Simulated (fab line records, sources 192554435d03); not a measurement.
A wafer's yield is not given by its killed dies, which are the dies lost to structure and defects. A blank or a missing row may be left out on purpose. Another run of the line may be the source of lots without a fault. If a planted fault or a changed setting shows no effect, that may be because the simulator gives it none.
Chamber matching :: flow n5-finfet :: 4 sister chambers for N5_MOL_CONTACT_COAG_ALD_133 on ald-sin-01
The step deposits SiO2, target thk 5 nm, pulse time 1 s, co reactant pulse time 1 s. 16 wafers are shown with their chamber, then 8 later ones without.

== WAFERS, EACH WITH ITS CHAMBER ==
wafer: L074.2
chamber: 1
heater-power-w (W): 75
precursor-pulse-height-rel: 0.982

wafer: L074.3
chamber: 2
heater-power-w (W): 63
precursor-pulse-height-rel: 1.020

wafer: L074.4
chamber: 0
heater-power-w (W): 81
precursor-pulse-height-rel: 1.004

wafer: L075.3
chamber: 0
heater-power-w (W): 81
precursor-pulse-height-rel: 1.008

wafer: L075.5
chamber: 3
heater-power-w (W): 65
precursor-pulse-height-rel: 0.992

wafer: L075.6
chamber: 0
heater-power-w (W): 81
precursor-pulse-height-rel: 1.016

wafer: L077.2
chamber: 0
heater-power-w (W): 82
precursor-pulse-height-rel: 0.979

wafer: L077.5
chamber: 1
heater-power-w (W): 77
precursor-pulse-height-rel: 1.004

wafer: L077.6
chamber: 0
heater-power-w (W): 81
precursor-pulse-height-rel: 1.001

wafer: L079.3
chamber: 0
heater-power-w (W): 81
precursor-pulse-height-rel: 0.965

wafer: L079.5
chamber: 3
heater-power-w (W): 67
precursor-pulse-height-rel: 0.984

wafer: L079.6
chamber: 0
heater-power-w (W): 82
precursor-pulse-height-rel: 0.969

wafer: L081.2
chamber: 1
heater-power-w (W): 75
precursor-pulse-height-rel: 0.977

wafer: L081.4
chamber: 0
heater-power-w (W): 82
precursor-pulse-height-rel: 0.989

wafer: L081.6
chamber: 1
heater-power-w (W): 75
precursor-pulse-height-rel: 0.974

wafer: L084.3
chamber: 1
heater-power-w (W): 78
precursor-pulse-height-rel: 1.025

SIGNATURES, as means of the wafers listed above
reading: heater-power-w
chamber 0: 81.38
chamber 1: 76.00
chamber 2: 63.00
chamber 3: 66.00
scatter within a chamber: 0.995

reading: precursor-pulse-height-rel
chamber 0: 0.99138
chamber 1: 0.99240
chamber 2: 1.02000
chamber 3: 0.98800
scatter within a chamber: 0.0192
Rule: for a wafer and a chamber, the distance is found by dividing, reading by reading, the gap between the wafer's reading and the chamber's mean by the reading's scatter, squaring, summing and taking the root. The wafer belongs to the nearest chamber; if the next one is less than 2 further off, it can't be placed. The scatter: take each reading less its chamber's mean, square it, sum over the shown wafers, divide by the number of wafers less the number of chambers, and take the root.

== WAFERS WITHOUT THEIR CHAMBER ==
wafer: L084.4
heater-power-w (W): 80
precursor-pulse-height-rel: 1.012

wafer: L084.5
heater-power-w (W): 62
precursor-pulse-height-rel: 0.995

wafer: L085.2
heater-power-w (W): 67
precursor-pulse-height-rel: 1.040

wafer: L085.3
heater-power-w (W): 82
precursor-pulse-height-rel: 0.997

wafer: L085.6
heater-power-w (W): 62
precursor-pulse-height-rel: 0.988

wafer: L097.2
heater-power-w (W): 82
precursor-pulse-height-rel: 1.008

wafer: L097.3
heater-power-w (W): 76
precursor-pulse-height-rel: 0.975

wafer: L097.6
heater-power-w (W): 82
precursor-pulse-height-rel: 0.982

== THE CHAMBER EACH PASSED THROUGH ==
wafer: L084.4
from the rows above: 0
in truth: 0

wafer: L084.5
from the rows above: 2
in truth: 2

wafer: L085.2
from the rows above: can't be placed: 3 or 2
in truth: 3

wafer: L085.3
from the rows above: 0
in truth: 0

wafer: L085.6
from the rows above: 2
in truth: 2

wafer: L097.2
from the rows above: 0
in truth: 0

wafer: L097.3
from the rows above: 1
in truth: 1

wafer: L097.6
from the rows above: 0
in truth: 0
Correctly placed: 7 of 8. Can't be placed from these rows: 1 (the true chamber is among the candidates in 1). Number placed wrongly: 0.
